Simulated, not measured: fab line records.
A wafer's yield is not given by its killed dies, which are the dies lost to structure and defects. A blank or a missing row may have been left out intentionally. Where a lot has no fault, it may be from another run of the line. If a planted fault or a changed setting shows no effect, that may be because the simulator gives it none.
Split-lot trial :: flow n5_finfet :: 7 lots, 21 wafers read, on a route of 1938 steps

== ABOUT THE SPLIT ==
At N5_HKMG_FIN_PEB_10 (peb time 60 s), the setting peb_time_s was moved away from the recipe's 60 s on 7 of the 21 wafers read, by -20.5% to -6.9%. For the rest of the wafers, this setting stayed at what the recipe calls for.

== FROM THE SPLIT ON TO THE READING: in between, the file shows 1 step ==
- N5_HKMG_FIN_DEVELOP_11: develop time 30 s (also split here: develop_time_s)

== THE READING ==
cd_nm (nm) at N5_HKMG_FIN_CD_MEAS_12, where the cd target is 92.8 nm. Fault-free wafers of this fab line usually give 93.0 nm, standard deviation 0.68 nm.

wafer: L077.2
tool, chamber at the split: litho_track-05, 0
peb_time_s as run, s: 60
against the recipe: recipe
cd_nm, nm: 94.0
against lot-mates on the recipe: -

wafer: L077.3
tool, chamber at the split: litho_track-05, 0
peb_time_s as run, s: 47.71
against the recipe: -20.5%
cd_nm, nm: 86.7
against lot-mates on the recipe: -6.8

wafer: L077.6
tool, chamber at the split: litho_track-05, 0
peb_time_s as run, s: 60
against the recipe: recipe
cd_nm, nm: 92.9
against lot-mates on the recipe: -

wafer: L081.1
tool, chamber at the split: litho_track-01, 0
peb_time_s as run, s: 60
against the recipe: recipe
cd_nm, nm: 93.6
against lot-mates on the recipe: -

wafer: L081.4
tool, chamber at the split: litho_track-01, 0
peb_time_s as run, s: 60
against the recipe: recipe
cd_nm, nm: 93.9
against lot-mates on the recipe: -

wafer: L081.5
tool, chamber at the split: litho_track-01, 0
peb_time_s as run, s: 60
against the recipe: recipe
cd_nm, nm: 93.8
against lot-mates on the recipe: -

wafer: L082.1
tool, chamber at the split: litho_track-01, 0
peb_time_s as run, s: 51.67
against the recipe: -13.9%
cd_nm, nm: 89.1
against lot-mates on the recipe: -5.1

wafer: L082.5
tool, chamber at the split: litho_track-01, 0
peb_time_s as run, s: 60
against the recipe: recipe
cd_nm, nm: 94.6
against lot-mates on the recipe: -

wafer: L082.6
tool, chamber at the split: litho_track-01, 0
peb_time_s as run, s: 60
against the recipe: recipe
cd_nm, nm: 93.7
against lot-mates on the recipe: -

wafer: L087.1
tool, chamber at the split: litho_track-01, 0
peb_time_s as run, s: 60
against the recipe: recipe
cd_nm, nm: 92.6
against lot-mates on the recipe: -

wafer: L087.4
tool, chamber at the split: litho_track-01, 0
peb_time_s as run, s: 60
against the recipe: recipe
cd_nm, nm: 93.3
against lot-mates on the recipe: -

wafer: L087.5
tool, chamber at the split: litho_track-01, 0
peb_time_s as run, s: 54.97
against the recipe: -8.4%
cd_nm, nm: 89.8
against lot-mates on the recipe: -3.1

wafer: L089.1
tool, chamber at the split: litho_track-01, 0
peb_time_s as run, s: 60
against the recipe: recipe
cd_nm, nm: 93.2
against lot-mates on the recipe: -

wafer: L089.3
tool, chamber at the split: litho_track-01, 0
peb_time_s as run, s: 50.52
against the recipe: -15.8%
cd_nm, nm: 87.4
against lot-mates on the recipe: -5.7

wafer: L089.5
tool, chamber at the split: litho_track-01, 0
peb_time_s as run, s: 60
against the recipe: recipe
cd_nm, nm: 93.0
against lot-mates on the recipe: -

wafer: L091.1
tool, chamber at the split: litho_track-05, 0
peb_time_s as run, s: 53.91
against the recipe: -10.2%
cd_nm, nm: 89.1
against lot-mates on the recipe: -4.8

wafer: L091.2
tool, chamber at the split: litho_track-05, 0
peb_time_s as run, s: 60
against the recipe: recipe
cd_nm, nm: 93.1
against lot-mates on the recipe: -

wafer: L091.6
tool, chamber at the split: litho_track-05, 0
peb_time_s as run, s: 60
against the recipe: recipe
cd_nm, nm: 94.7
against lot-mates on the recipe: -

wafer: L096.1
tool, chamber at the split: litho_track-01, 0
peb_time_s as run, s: 55.86
against the recipe: -6.9%
cd_nm, nm: 90.6
against lot-mates on the recipe: -2.7

wafer: L096.4
tool, chamber at the split: litho_track-01, 0
peb_time_s as run, s: 60
against the recipe: recipe
cd_nm, nm: 93.3
against lot-mates on the recipe: -

wafer: L096.5
tool, chamber at the split: litho_track-01, 0
peb_time_s as run, s: 55.86
against the recipe: -6.9%
cd_nm, nm: 91.7
against lot-mates on the recipe: -1.6

THE FIT
A straight line over all 21 wafers: cd_nm changes by +0.359 nm for each +1% of peb_time_s; r = +0.97; the points scatter about the line by 0.63 nm.
The same after taking each lot's own level away (the mean of its wafers on the recipe; 21 wafers): +0.355 nm for each +1%; r = +0.98; scatter 0.52 nm.
On that fit, the largest move of peb_time_s shifts the reading by 7.3 nm.
The lots' own levels span 92.95 to 94.15 nm, that is 1.8 times the standard deviation above.
Consequently the slope shifts little with the lot-to-lot level, the two slopes agreeing.
Check: for one of the wafers moved furthest among these (-20.5%), held out of the fit, the line's prediction against its lot-mates is -7.64 nm. It came out at -6.75 nm against them.

== FURTHER SPLITS ON THESE WAFERS ==
These wafers also went through other splits before the reading. Each is held against what the fit with the lots' levels taken away leaves over:
other split on the same wafers: N5_ZERO_LAYER_PECVD_02 time_s
wafers away from the commonest value: 7
r with cd_nm (lot level and that fit taken away): +0.02

other split on the same wafers: N5_PMOS_HMC_CHANNEL_EPI_ETCH_32 bias_w
wafers away from the commonest value: 9
r with cd_nm (lot level and that fit taken away): -0.22

other split on the same wafers: N5_FIN_SAQP_PECVD_06 time_s
wafers away from the commonest value: 8
r with cd_nm (lot level and that fit taken away): -0.65

other split on the same wafers: N5_FIN_SAQP_PEB_14 peb_time_s
wafers away from the commonest value: 7
r with cd_nm (lot level and that fit taken away): +0.01

other split on the same wafers: N5_SD_EPI_N_EPI_21 temp_c
wafers away from the commonest value: 4
r with cd_nm (lot level and that fit taken away): +0.09

other split on the same wafers: N5_SD_EPI_P_COAT_03 spin_rpm
wafers away from the commonest value: 9
r with cd_nm (lot level and that fit taken away): -0.01

other split on the same wafers: N5_SDB_EXPOSE_08 dose_mj
wafers away from the commonest value: 7
r with cd_nm (lot level and that fit taken away): +0.27

other split on the same wafers: N5_HKMG_FIN_DEVELOP_11 develop_time_s
wafers away from the commonest value: 5
r with cd_nm (lot level and that fit taken away): +0.63

== FILE'S OWN FIT ==
cd_nm changes by +0.36 nm for each +1% of peb_time_s, r = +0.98.
